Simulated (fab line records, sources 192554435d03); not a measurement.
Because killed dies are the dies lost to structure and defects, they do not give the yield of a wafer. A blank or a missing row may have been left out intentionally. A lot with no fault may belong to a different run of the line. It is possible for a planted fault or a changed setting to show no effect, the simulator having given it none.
fab line records | flow n5_finfet | part 2 of 2: steps 5 to 6 of 6
record: lots: 24 wafers: 72 last_day: 18
route steps=1938 shown BEOL_M10@1471
lots that met no fault: taken from a fault-free run of the same line
start_h: hours from the record's opening day to when the first of the lot's shown wafers began | wait_h: hours elapsed since this lot's preceding step | " as in the row above | L1.1+2: one row covering several wafers at once | - no value, or no start given | * or withheld: withheld | < > ~ a bound
route shown NAME@n: NAME is a module with steps in the file, n the number in the route of the first one | usual: average and standard deviation across the fault-free wafers | same: alike in all rows | chamber/n: place in a boat | sites: each site's reading | _std_site: standard deviation of those values | _edge_site: mean of outer sites minus mean of inner sites | radius_mm: how far each site lies from the wafer's centre | mask NAME#n: copy n | behind: tool/chamber where the wafer was last shaped | hold: why the lot was held/for how many hours/how that ended | device: the transistor (n, p or np) that didn't switch | end of line: tests run on the same wafers once the route is complete | a step without rows: its recipe alone | killed: count of dies lost to structure and defects at first sort (not the wafer's yield) | map: per-die view of a wafer (x killed, . not killed, _ where there is no die)
set.NAME: the setting that was run; set.NAME@STEP: the one run at that earlier step | model.NAME: the simulator's own value behind a step, which no gauge read
route steps across a sampled set of lots; one table per step, one row per wafer
services: when a tool's chamber went out of use (start_h, in hours from the record's first day, below 0 if earlier), for how many hours, and the reason
== steps ==
step: N5_BEOL_M10_CMP_52
recipe: stop_on: SiCOH_lowk t_overpolish_s: 7 down_force_psi: 1 platen_rpm: 50 clearing_platen_down_force_psi: 1.5 clearing_platen_rpm: 50 post_cmp_clean: cu_alkaline target_thk_nm: 140 clearing_platen_pad_velocity_m_s: 0.99484 pad_velocity_m_s: 0.99484
usual: barrier_field_endpoint_s: 29.0/0.62 edge_zone_pressure_frac: 1.000/0.0052 motor_current_A: 5.9/0.67 overpolish_run_s: 7.001/0.0089 time_to_endpoint_s: 66.5/2.5
same: t_overpolish_s: 7
columns lot.wafer tool chamber start_h wait_h barrier_field_endpoint_s edge_zone_pressure_frac motor_current_A overpolish_run_s time_to_endpoint_s
L074.3 cmp-04 2 219.14 0.2 28.7 0.995 7.2 6.982 67.4
L074.4 " 0 " " 28.7 0.999 5.6 6.989 67.7
L074.2 " 1 " " 28.6 1.001 6.6 6.996 68.6
L076.1 cmp-01 3 226.70 0.3 29.9 1.002 5.3 7.006 70.7
L076.2 " 0 " " 29.4 0.998 6.6 7.015 67.2
L076.5 " 0 " " 30.3 0.992 6.2 6.996 70.3
L075.2 cmp-04 1 228.49 0.2 28.2 1.005 6.2 6.978 67.7
L075.3 " 3 " " 28.1 1.004 4.7 6.981 68.0
L075.1 " 0 " " 28.2 1.005 5.4 7.004 69.5
L077.3 cmp-03 3 235.34 0.3 29.0 1.006 5.9 7.009 70.1
L077.4 " 1 " " 29.3 1.011 6.0 7.007 67.7
L077.6 " 2 " " 29.1 1.007 6.0 7.002 66.2
L078.4 cmp-04 0 247.68 0.1 28.5 1.009 5.3 7.006 68.3
L078.6 " 0 " " 28.9 1.009 5.4 6.995 68.8
L078.5 " 1 " " 29.2 1.004 6.5 6.998 68.8
L079.3 cmp-04 0 257.55 0.2 29.0 0.997 5.3 6.995 67.1
L079.2 " 2 " " 28.3 0.993 6.7 6.998 67.9
L079.6 " 0 " " 28.8 1.002 5.2 7.001 66.4
L080.3 cmp-03 2 260.13 0.2 29.4 1.001 5.9 7.000 68.2
L080.1 " 0 " " 29.1 0.992 5.1 6.988 66.4
L080.4 " 1 " " 29.0 0.990 5.7 6.992 68.0
L082.4 cmp-03 1 266.79 0.1 29.6 1.009 5.9 7.008 67.6
L082.2 " 3 " " 29.2 0.994 5.9 7.002 67.2
L082.5 " 2 " " 28.9 0.996 6.0 6.996 64.9
L081.1 cmp-03 3 273.19 0.3 29.6 1.004 6.1 7.005 69.4
L081.2 " 0 " " 28.7 1.000 5.5 7.000 64.6
L081.6 " 2 " " 28.5 0.995 5.9 6.999 64.5
L084.1 cmp-01 1 275.77 0.3 29.3 0.990 6.2 7.000 68.9
L084.6 " 1 " " 29.5 1.001 6.0 6.999 68.6
L084.5 " 2 " " 29.7 0.992 6.4 7.000 69.2
L083.4 cmp-04 3 277.57 0.2 28.7 1.004 4.5 6.994 64.7
L083.3 " 1 " " 28.5 1.001 6.1 7.012 67.1
L083.5 " 0 " " 27.9 0.995 5.4 7.002 64.3
L085.4 cmp-03 2 283.85 0.2 29.6 0.993 5.9 7.004 66.5
L085.2 " 0 " " 28.4 1.008 4.9 7.001 66.7
L085.5 " 2 " " 29.2 0.995 6.3 7.007 65.7
L086.2 cmp-03 3 291.45 0.2 28.8 1.000 5.8 6.988 69.4
L086.3 " 2 " " 28.2 1.004 5.7 6.992 66.1
L086.6 " 0 " " 29.2 0.999 5.3 6.994 66.7
L090.3 cmp-04 1 313.46 0.2 29.9 1.000 6.5 7.009 67.1
L090.2 " 2 " " 28.4 1.003 6.4 7.003 65.1
L090.5 " 3 " " 28.6 0.995 4.4 6.996 66.2
L087.3 cmp-03 3 314.18 0.2 29.0 1.002 6.1 7.002 68.5
L087.2 " 0 " " 29.1 0.992 5.2 6.999 65.7
L087.5 " 2 " " 29.3 0.996 5.9 7.012 67.7
L088.4 cmp-03 2 314.51 0.2 29.1 1.001 6.1 7.001 67.1
L088.1 " 0 " " 29.9 1.002 5.3 6.998 68.7
L088.5 " 1 " " 29.3 1.003 6.5 6.993 65.3
L091.1 cmp-04 2 324.35 0.3 28.6 0.997 6.8 7.003 66.6
L091.4 " 1 " " 28.3 1.005 6.6 6.998 64.9
L091.5 " 2 " " 29.3 1.005 7.3 6.989 67.2
L089.2 cmp-01 0 325.07 0.2 29.1 1.003 6.5 7.012 67.6
L089.3 " 2 " " 28.8 1.004 6.3 6.995 68.0
L089.6 " 0 " " 29.7 1.009 6.7 7.010 71.2
L092.1 cmp-03 1 326.73 0.3 28.7 1.002 5.7 7.005 63.2
L092.2 " 2 " " 28.8 0.993 6.2 7.002 62.9
L092.3 " 3 " " 29.4 0.992 5.9 7.002 68.9
L094.1 cmp-03 1 344.40 0.3 28.7 1.001 6.2 7.008 63.7
L094.4 " 0 " " 29.0 1.002 5.1 7.018 66.3
L094.5 " 2 " " 28.6 1.009 6.1 6.998 62.2
L093.3 cmp-04 1 346.28 0.2 28.4 1.002 6.2 6.996 62.0
L093.5 " 3 " " 28.3 1.004 4.3 7.000 61.2
L093.6 " 0 " " 29.6 0.998 5.6 7.000 64.1
L096.2 cmp-03 2 365.60 0.2 28.5 0.999 6.0 7.012 67.6
L096.4 " 0 " " 28.2 1.004 5.4 6.989 64.8
L096.1 " 1 " " 27.9 0.998 6.2 6.986 63.9
L095.2 cmp-04 3 366.38 0.3 27.9 1.009 4.5 6.997 60.2
L095.4 " 0 " " 28.6 0.995 5.4 7.007 64.9
L095.6 " 2 " " 28.1 0.998 6.8 7.012 64.6
L097.4 cmp-01 0 373.92 0.1 29.6 0.997 6.5 7.004 69.5
L097.2 " 3 " " 29.6 0.997 5.3 6.976 71.9
L097.5 " 1 " " 30.1 0.992 6.3 7.007 68.9
step: N5_BEOL_M10_THK_MEAS_53
recipe: thk_meas_gauge: xrf reads: Cu_of_BEOL_M10_ECD_50
usual: M10_THK: 138.1/2.4
columns lot.wafer tool chamber start_h wait_h M10_THK[nm]
L074.2 film_metro-01 - 219.43 - 139.0
L074.3 " - " " 134.0
L074.4 " - " " 138.1
L076.1 film_metro-01 - 227.00 - 138.3
L076.2 " - " " 137.4
L076.5 " - " " 138.7
L075.1 film_metro-01 - 228.79 - 137.1
L075.2 " - " " 138.2
L075.3 " - " " 136.3
L077.3 film_metro-02 - 235.60 - 139.9
L077.4 " - " " 135.0
L077.6 " - " " 139.5
L078.4 film_metro-01 - 247.98 - 139.9
L078.5 " - " " 139.4
L078.6 " - " " 137.0
L079.2 film_metro-02 - 257.84 - 141.4
L079.3 " - " " 139.6
L079.6 " - " " 139.6
L080.1 film_metro-01 - 260.42 - 137.7
L080.3 " - " " 137.5
L080.4 " - " " 135.9
L082.2 film_metro-02 - 267.09 - 140.6
L082.4 " - " " 142.5
L082.5 " - " " 140.0
L081.1 film_metro-01 - 273.45 - 140.0
L081.2 " - " " 137.9
L081.6 " - " " 139.1
L084.1 film_metro-01 - 276.08 0.3 138.0
L084.5 " - " " 136.0
L084.6 " - " " 138.8
L083.3 film_metro-02 - 277.87 - 140.5
L083.4 " - " " 138.9
L083.5 " - " " 140.6
L085.2 film_metro-01 - 284.11 - 136.3
L085.4 " - " " 138.2
L085.5 " - " " 138.6
L086.2 film_metro-02 - 291.75 - 140.1
L086.3 " - " " 139.1
L086.6 " - " " 139.8
L090.2 film_metro-01 - 313.68 - 139.4
L090.3 " - " " 138.2
L090.5 " - " " 137.6
L087.2 film_metro-01 - 314.44 - 139.2
L087.3 " - " " 139.7
L087.5 " - " " 139.6
L088.1 film_metro-01 - 314.77 - 135.3
L088.4 " - " " 136.0
L088.5 " - " " 136.8
L091.1 film_metro-01 - 324.64 - 134.9
L091.4 " - " " 136.3
L091.5 " - " " 132.0
L089.2 film_metro-01 - 325.36 - 138.6
L089.3 " - " " 137.2
L089.6 " - " " 136.0
L092.1 film_metro-01 - 327.03 - 135.2
L092.2 " - " " 135.1
L092.3 " - " " 134.0
L094.1 film_metro-01 - 344.69 - 138.3
L094.4 " - " " 138.5
L094.5 " - " " 133.7
L093.3 film_metro-01 - 346.50 - 140.8
L093.5 " - " " 136.5
L093.6 " - " " 140.9
L096.1 film_metro-02 - 365.90 - 142.8
L096.2 " - " " 141.4
L096.4 " - " " 143.3
L095.2 film_metro-02 - 366.60 - 139.5
L095.4 " - " " 143.0
L095.6 " - " " 140.6
L097.2 film_metro-01 - 374.21 - 138.3
L097.4 " - " " 137.3
L097.5 " - " " 138.0
== services ==
columns tool chamber start_h hours kind
uv_cure-02 - 198.43 7.5 pm
uv_cure-03 - 205.77 1.0 pm
cmp-03 - 220.46 0.3 repair
rie_diel-06 3 226.21 11.0 repair
cmp-03 - 226.68 4.0 pm
uv_cure-02 - 229.35 2.1 pm
cmp-04 - 232.23 4.0 pm
uv_cure-01 - 233.67 7.5 pm
cmp-03 - 240.87 2.0 repair
uv_cure-03 - 241.28 22.2 pm
cmp-04 - 243.54 1.9 repair
rie_diel-03 2 276.78 12.1 repair
cmp-04 - 281.86 3.0 pm
cmp-04 - 288.89 1.8 repair
cmp-03 - 304.46 4.4 repair
cmp-04 - 313.82 0.7 repair
rie_diel-03 1 329.69 7.5 repair
rie_diel-03 3 332.74 11.1 repair
rie_diel-06 0 338.64 15.8 repair
rie_diel-03 - 344.70 2.8 pm
uv_cure-02 - 344.87 1.0 pm
uv_cure-01 - 357.97 13.1 repair
rie_diel-03 2 362.19 4.5 repair
uv_cure-02 - 365.21 14.6 pm
